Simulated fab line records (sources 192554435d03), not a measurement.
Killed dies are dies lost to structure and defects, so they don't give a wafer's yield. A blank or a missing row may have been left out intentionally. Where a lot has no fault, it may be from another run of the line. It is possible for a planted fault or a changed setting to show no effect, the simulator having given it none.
Which of the tools did it?	flow n5_finfet	24 lots with 72 wafers sampled at 5 steps, on a route of 1938 steps

## WHAT THE GAUGES SHOWED, per wafer
N5_MOL_CONTACT_COAG_OVL_MEAS_85. Usual: for VG_OVL the level is 0.0 nm and the standard deviation is 0.88.
lot	measured	on	VG_OVL (nm)	flag
L074	day 5 11:20	overlay-02	-0.8 0.5 0.5	
L075	day 5 11:56	overlay-01	0.2 0.0 1.0	
L076	day 5 15:19	overlay-01	0.8 1.4 0.0	
L078	day 6 02:24	overlay-02	-0.7 -1.0 -1.8	
L077	day 6 06:25	overlay-02	1.8 0.2 0.5	
L079	day 6 13:02	overlay-01	-0.9 -1.4 -1.2	
L080	day 6 16:23	overlay-02	-1.2 -0.7 -1.5	
L081	day 6 23:23	overlay-01	0.2 1.3 -0.4	
L082	day 7 03:18	overlay-01	-0.1 -0.1 -0.6	
L083	day 7 05:07	overlay-02	-0.7 -0.4 -0.8	
L084	day 7 16:43	overlay-01	0.7 -0.7 -0.2	
L085	day 7 21:47	overlay-01	0.1 -0.1 0.8	
L086	day 8 04:57	overlay-01	0.1 0.3 0.1	
L087	day 8 08:21	overlay-01	0.0 0.7 0.1	
L088	day 8 18:16	overlay-01	0.3 0.7 -0.3	
L089	day 8 20:36	overlay-02	0.5 0.8 0.3	
L090	day 9 07:04	overlay-01	0.1 1.0 1.4	
L091	day 9 09:34	overlay-02	-0.2 -0.6 -1.1	
L092	day 9 20:58	overlay-01	0.4 1.0 -0.3	
L093	day 10 03:59	overlay-02	2.0 2.8 2.2	
L094	day 10 04:35	overlay-01	-0.2 -1.0 0.3	
L095	day 10 17:39	overlay-01	0.3 -0.8 -0.8	
L096	day 10 18:09	overlay-02	0.1 0.3 -0.7	
L097	day 10 23:11	overlay-02	-0.9 -0.8 -0.5	

N5_MOL_CONTACT_COAG_CD_MEAS_137: target cd 16 nm. Usual: cd_nm reads 15.8 nm (standard deviation 0.32).
lot	measured	on	cd_nm (nm)	flag
L074	day 5 12:27	cd_sem-01	15.7 15.7 16.1	
L075	day 5 12:50	cd_sem-03	15.4 16.2 15.7	
L076	day 5 16:13	cd_sem-03	16.0 15.9 15.8	
L078	day 6 03:19	cd_sem-01	15.1 15.3 15.3	
L077	day 6 07:33	cd_sem-03	16.3 15.9 15.7	
L079	day 6 14:12	cd_sem-02	16.3 16.0 15.4	
L080	day 6 17:19	cd_sem-03	15.1 15.0 15.2	
L081	day 7 00:36	cd_sem-02	16.0 16.7 16.3	
L082	day 7 04:31	cd_sem-03	16.1 15.7 16.0	
L083	day 7 06:07	cd_sem-02	15.4 15.4 15.3	
L084	day 7 18:20	cd_sem-02	15.7 16.3 15.7	
L085	day 7 22:59	cd_sem-03	15.8 15.8 16.0	
L086	day 8 05:52	cd_sem-02	15.7 16.0 16.6	
L087	day 8 09:28	cd_sem-01	16.0 15.9 15.7	
L088	day 8 20:14	cd_sem-01	16.1 16.1 15.5	
L089	day 8 21:33	cd_sem-02	15.2 15.7 15.7	
L090	day 9 08:11	cd_sem-03	15.7 16.1 15.9	
L091	day 9 10:41	cd_sem-03	15.8 15.7 15.5	
L092	day 9 22:17	cd_sem-02	16.3 15.9 16.2	
L093	day 10 05:05	cd_sem-02	16.0 15.8 16.1	
L094	day 10 05:29	cd_sem-02	15.6 15.7 15.5	
L095	day 10 18:32	cd_sem-03	16.1 15.7 16.1	
L096	day 10 19:25	cd_sem-03	15.7 15.8 15.9	
L097	day 11 00:24	cd_sem-03	15.9 16.0 15.4	

N5_MOL_CONTACT_COAG_CD_MEAS_101: target cd 16 nm. Usual: cd_nm reads 16.0 nm (standard deviation 0.39).
lot	measured	on	cd_nm (nm)	flag
L074	day 5 13:54	cd_sem-03	15.9 15.4 15.3	
L075	day 5 14:35	cd_sem-02	15.4 15.9 15.5	
L076	day 5 17:55	cd_sem-01	16.1 16.4 15.3	
L078	day 6 04:42	cd_sem-03	15.4 15.9 15.9	
L077	day 6 08:52	cd_sem-02	16.3 15.7 16.4	
L079	day 6 15:35	cd_sem-02	16.4 16.0 15.5	
L080	day 6 18:49	cd_sem-01	16.7 16.2 15.4	
L081	day 7 02:04	cd_sem-03	16.7 16.1 16.3	
L082	day 7 05:57	cd_sem-02	16.0 15.6 15.5	
L083	day 7 08:10	cd_sem-01	16.0 16.2 16.6	
L084	day 7 19:37	cd_sem-03	16.1 15.8 16.3	
L085	day 8 01:37	cd_sem-01	16.5 16.6 15.9	
L086	day 8 07:21	cd_sem-03	16.2 16.9 16.3	
L087	day 8 10:59	cd_sem-02	16.3 16.3 17.2	
L088	day 8 21:50	cd_sem-03	15.8 15.8 16.6	
L089	day 8 23:48	cd_sem-02	15.3 15.5 15.8	
L090	day 9 09:29	cd_sem-03	15.8 16.1 15.6	
L091	day 9 12:50	cd_sem-02	16.1 15.9 16.1	
L092	day 10 00:08	cd_sem-02	16.1 15.9 15.7	
L093	day 10 06:46	cd_sem-03	15.9 16.4 15.6	
L094	day 10 06:56	cd_sem-02	16.5 16.3 16.5	
L095	day 10 19:49	cd_sem-03	15.6 16.0 15.7	
L096	day 10 20:46	cd_sem-03	16.3 16.2 16.0	
L097	day 11 01:44	cd_sem-01	15.4 16.1 15.8	

N5_MOL_CONTACT_COAG_INSPECT_97: inspects for defects (darkfield). Usual: raw_defect_count reads 43 (standard deviation 15).
lot	measured	on	raw_defect_count	flag
L074	day 5 17:43	defect_inspect-02	34 49 23	
L075	day 5 20:42	defect_inspect-02	46 22 47	
L076	day 5 23:43	defect_inspect-02	47 48 62	
L078	day 6 08:32	defect_inspect-01	36 39 20	
L077	day 6 12:50	defect_inspect-01	64 44 70	
L079	day 6 19:25	defect_inspect-01	26 54 38	
L080	day 6 22:39	defect_inspect-01	31 36 49	
L081	day 7 05:53	defect_inspect-02	33 32 42	
L082	day 7 09:46	defect_inspect-01	43 34 67	
L083	day 7 12:44	defect_inspect-01	55 30 28	
L084	day 7 23:26	defect_inspect-01	16 52 26	
L085	day 8 05:25	defect_inspect-02	25 25 31	
L086	day 8 11:09	defect_inspect-01	36 20 55	
L087	day 8 14:47	defect_inspect-02	34 43 56	
L088	day 9 01:38	defect_inspect-01	45 41 67	
L089	day 9 04:38	defect_inspect-02	55 46 65	
L090	day 9 13:22	defect_inspect-02	21 43 30	
L091	day 9 16:38	defect_inspect-01	32 59 21	
L092	day 10 03:57	defect_inspect-02	57 81 84	
L093	day 10 10:36	defect_inspect-02	49 36 47	
L094	day 10 13:34	defect_inspect-02	26 30 39	
L095	day 10 23:37	defect_inspect-02	33 60 55	
L096	day 11 02:37	defect_inspect-01	57 34 43	
L097	day 11 05:38	defect_inspect-02	44 52 67	

## WHAT TOOL EACH LOT RAN ON (gives the tool, then ch and the chambers of the sampled wafers, and finally the start)
lot	N5_MOL_CONTACT_COAG_ETCH_48
L074	rie_diel-03 ch 0,1, day 5 13:37
L075	rie_diel-05 ch 0,1,3, day 5 14:19
L076	rie_diel-03 ch 0,1,3, day 5 17:38
L078	rie_diel-03 ch 0,1,3, day 6 04:25
L077	rie_diel-05 ch 0,3, day 6 08:34
L079	rie_diel-03 ch 0,3, day 6 15:19
L080	rie_diel-04 ch 1,2,3, day 6 18:32
L081	rie_diel-04 ch 1,2, day 7 01:46
L082	rie_diel-05 ch 0,3, day 7 05:40
L083	rie_diel-04 ch 0,2, day 7 07:53
L084	rie_diel-04 ch 0,1,2, day 7 19:20
L085	rie_diel-03 ch 0,1,2, day 8 01:19
L086	rie_diel-03 ch 0,2,3, day 8 07:04
L087	rie_diel-05 ch 1,2, day 8 10:42
L088	rie_diel-03 ch 0,2,3, day 8 21:34
L089	rie_diel-05 ch 0,1,2, day 8 23:31
L090	rie_diel-05 ch 1,3, day 9 09:11
L091	rie_diel-05 ch 0,1,2, day 9 12:34
L092	rie_diel-04 ch 0,1,3, day 9 23:52
L093	rie_diel-04 ch 0,3, day 10 06:29
L094	rie_diel-03 ch 0,2, day 10 06:39
L095	rie_diel-04 ch 0,2,3, day 10 19:31
L096	rie_diel-05 ch 0,1,3, day 10 20:29
L097	rie_diel-04 ch 1,2,3, day 11 01:28
- N5_MOL_CONTACT_COAG_ETCH_48: etches SiOC in C4F6/O2, target depth 15 nm, overetch 4.5 nm, time 17 s.

## WHAT THE TOOLS THEMSELVES READ (means of the sampled wafers that have a number; where no wafer has one, the mark that the record gives instead)
N5_MOL_CONTACT_COAG_ETCH_48. Usual: O2_flow_sccm 10.00 sccm, standard deviation 0.031; drypump_motor_current_A 5.7 A, standard deviation 0.55; oes_product_au 0.67 a.u., standard deviation 0.06; rf_vpp_V 1584 V, standard deviation 28; showerhead_plenum_p_Torr 2.83 Torr, standard deviation 0.12; throttle_valve_pct 40.6 %, standard deviation 0.4.
lot	tool	O2_flow_sccm (sccm)	drypump_motor_current_A (A)	oes_product_au (a.u.)	rf_vpp_V (V)	showerhead_plenum_p_Torr (Torr)	throttle_valve_pct (%)	flag
L074	rie_diel-03	10.01	6.0	0.65	1562	2.87	41.1	
L075	rie_diel-05	10.00	5.2	0.67	1557	2.76	40.4	
L076	rie_diel-03	9.99	5.7	0.63	1577	2.77	41.0	
L078	rie_diel-03	9.97	5.7	0.62	1576	2.77	41.0	
L077	rie_diel-05	9.98	5.0	0.64	1564	2.75	40.3	
L079	rie_diel-03	9.97	5.4	0.69	1587	2.72	40.8	
L080	rie_diel-04	9.99	5.9	0.64	1585	2.83	40.5	
L081	rie_diel-04	9.97	6.0	0.67	1613	2.93	39.9	
L082	rie_diel-05	10.00	4.9	0.66	1559	2.75	40.3	
L083	rie_diel-04	9.99	6.0	0.62	1618	2.88	40.4	
L084	rie_diel-04	9.96	6.1	0.68	1611	2.94	40.2	
L085	rie_diel-03	10.00	5.5	0.67	1582	2.81	40.8	
L086	rie_diel-03	10.00	5.2	0.70	1596	2.72	40.7	
L087	rie_diel-05	10.04	5.9	0.69	1574	2.79	40.7	
L088	rie_diel-03	10.01	5.2	0.69	1596	2.72	40.7	
L089	rie_diel-05	9.98	5.7	0.68	1581	2.78	40.5	
L090	rie_diel-05	10.00	5.1	0.66	1551	2.75	40.5	
L091	rie_diel-05	10.03	5.7	0.65	1582	2.78	40.5	
L092	rie_diel-04	10.04	6.2	0.71	1583	2.99	40.3	
L093	rie_diel-04	9.98	6.3	0.65	1580	2.99	40.6	
L094	rie_diel-03	10.02	5.1	0.71	1592	2.76	40.6	
L095	rie_diel-04	10.01	6.1	0.73	1590	2.93	40.5	
L096	rie_diel-05	10.02	5.2	0.65	1556	2.74	40.4	
L097	rie_diel-04	10.00	6.0	0.74	1592	2.93	40.3	

## THE ANSWER, worked out from the rows above alone
Rule: take the mean of a lot's wafers that have a number; if it is more than 3 standard deviations from the usual mean, the lot is off. Also off: a lot with no number at a reading for which 4 or more lots have one. Where the step has rows for the other lots, those lots are counted as sound. Order of review: gauges by route order, followed by the tools' own readings, for which a lot's mean as printed above is used. The first step at which some lot is off is used, and at that step the reading that is off furthest; a lot without a number counts as furthest.
No lot is off at any reading shown: from this, nothing can be told.

## WHAT THE SIMULATOR HAD PUT IN
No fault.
